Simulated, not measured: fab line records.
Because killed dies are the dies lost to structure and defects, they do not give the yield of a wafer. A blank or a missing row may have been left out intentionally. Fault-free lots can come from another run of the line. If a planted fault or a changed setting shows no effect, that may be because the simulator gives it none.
Comparing a struck lot with a sound one | flow n5Finfet | 15 steps out of a route of 1938
Sound: the wafers L635.1, L635.2, L635.6. Struck: wafer L651.6; the same lot's L651.3 was not struck, so it is left out; see the end for the cause.
Per side, at each step with rows, come the tool, then ch with its chambers, and then its first start. Under that, the readings that differ: sound wafers | struck wafers | difference of the means | sigmas: that difference in standard deviations of wafers without a fault.
alike: readings whose means differ by less than 2 such deviations, and words and numbers that are the same on both sides. not compared: withheld readings, readings that some wafer has no value for, bounds like >300 that may hide the same value, and numbers for which the record gives no deviation and whose values overlap.
Wherever a step has rows on one side only, a row that says differs or no value, or a row with sigmas, the two part there. Non-overlapping numbers with no deviation appear without sigmas and do not part them. A reading missing from all wafers of one side parts the sides only when that side holds two or more wafers.

first, 4 steps without rows for these wafers: N5_BEOL_M7_SOFTBAKE_06 (time 60 s); N5_BEOL_M7_EXPOSE_08 (exposes mask M7); N5_BEOL_M7_PEB_09 (peb time 60 s); N5_BEOL_M7_DEVELOP_10 (develop time 30 s).
N5_BEOL_M7_CD_MEAS_11 targets a cd of 38.5 nm.
  sound on cdSem-03 ch 0, day 8 17:59; struck on cdSem-01 ch 0, day 13 15:14
reading   | sound          | struck | difference | sigmas
cdNm (nm) | 39.7 39.2 39.0 | 38.2   | -1.1       | -2
N5_BEOL_M7_OVL_MEAS_12:
  sound on overlay-01 ch 0, day 8 18:01; struck on overlay-02 ch 0, day 13 15:16
  alike: M7_OVL
N5_BEOL_M7_INSPECT_13: inspects for defects (brightfield).
  sound on defectInspect-02, day 8 18:03; struck on defectInspect-01, day 13 15:17
  alike: rawDefectCount
N5_BEOL_M7_DESCUM_16: chemistry O2, time 7.9 s.
  sound on rieDiel-05 ch 0,2, day 8 18:43; struck on rieDiel-01 ch 2, day 13 15:31
reading                  | sound             | struck | difference | sigmas
drypumpMotorCurrentA (A) | 5.5 5.6 5.6       | 6.3    | +0.7       | +2
rfVppV (V)               | 243.4 243.1 244.0 | 240.5  | -3.0       | -2
  alike: oesProductAu, showerheadPlenumPTorr, throttleValvePct
  not compared: rfHoursCounterH
N5_BEOL_M7_ETCH_61: etches SiARC in CF4, target depth 45.5 nm, time 75.8 s.
  sound on rieDiel-05 ch 0,2, day 8 18:44; struck on rieDiel-01 ch 2, day 13 15:34
reading                  | sound       | struck | difference | sigmas
drypumpMotorCurrentA (A) | 5.5 5.7 5.6 | 6.4    | +0.8       | +2
  alike: etchRfOnTimeS, oesProductAu, rfVppV, showerheadPlenumPTorr, throttleValvePct
  not compared: rfHoursCounterH
N5_BEOL_M7_ETCH_62: etches SOC in N2/H2, target depth 110 nm, overetch 22 nm, time 165 s.
  sound on rieDiel-05 ch 0,2, day 8 18:48; struck on rieDiel-01 ch 2, day 13 15:37
reading                  | sound       | struck | difference | sigmas
drypumpMotorCurrentA (A) | 5.5 5.6 5.6 | 6.4    | +0.8       | +2
  alike: oesProductAu, rfVppV, showerheadPlenumPTorr, throttleValvePct
  not compared: rfHoursCounterH
then, 1 step without rows for these wafers: N5_BEOL_M7_STRIP_68 (strips in N2/H2).
N5_BEOL_M7_STRIP_67: strips in CF4.
  sound on rieDiel-05 ch 0,2, day 8 18:56; struck on rieDiel-01 ch 2, day 13 15:46
reading                  | sound       | struck | difference | sigmas
drypumpMotorCurrentA (A) | 5.5 5.6 5.6 | 6.4    | +0.8       | +2
  alike: oesProductAu, rfVppV, showerheadPlenumPTorr, throttleValvePct
  not compared: rfHoursCounterH
N5_BEOL_M7_HM_OPEN_17: chemistry Cl2/BCl3, target TiN, target depth 20 nm, overetch 6 nm.
  sound on rieMetal-03 ch 0,1, day 8 19:07; struck on rieMetal-02 ch 0, day 13 15:52
reading                                 | sound          | struck | difference | sigmas
model.SOC_of_BEOL_M7_COAT_59.thkNm (nm) | 92.6 91.6 91.8 | 93.6   | +1.6       | 
  alike: drypumpMotorCurrentA, oesProductAu, throttleValvePct
  not compared: rfHoursCounterH
N5_BEOL_M7_STRIP_19: strips in O2.
  sound on rieDiel-01 ch 0,3, day 8 19:14; struck on rieDiel-06 ch 3, day 13 16:00
  alike: drypumpMotorCurrentA, oesProductAu, rfVppV, showerheadPlenumPTorr, throttleValvePct
  not compared: rfHoursCounterH
-- here the record skips 4 days between the struck wafers' starts before and after, leaving off in module BEOL_M7 and picking up in module PASSIVATION (first step shown: number 1936 of the route) --
N5_PASSIVATION_PROBE_49:
  sound on prober-02, day 12 08:33; struck on prober-02, day 17 05:15
reading                 | sound       | struck | difference | sigmas
killed_at_M4_up         | 7 7 5       | 19     | +13        | +2
sort_bin_5_function (%) | 4.1 3.8 4.7 | 6.3    | +2.1       | +2
  alike: defectLimitedYield, killed_at_M0_to_M3, killedAtContacts, killedAtFrontEnd, killedAtOther, killedDies, killedOnRim, killedOpen, killedShort, sort_bin_6_memory, sortNPass, sortYieldPct

WHERE THEY PART
Earliest at N5_BEOL_M7_CD_MEAS_11; latest, in this record, at N5_PASSIVATION_PROBE_49.

WHY: what had been put in by the simulator
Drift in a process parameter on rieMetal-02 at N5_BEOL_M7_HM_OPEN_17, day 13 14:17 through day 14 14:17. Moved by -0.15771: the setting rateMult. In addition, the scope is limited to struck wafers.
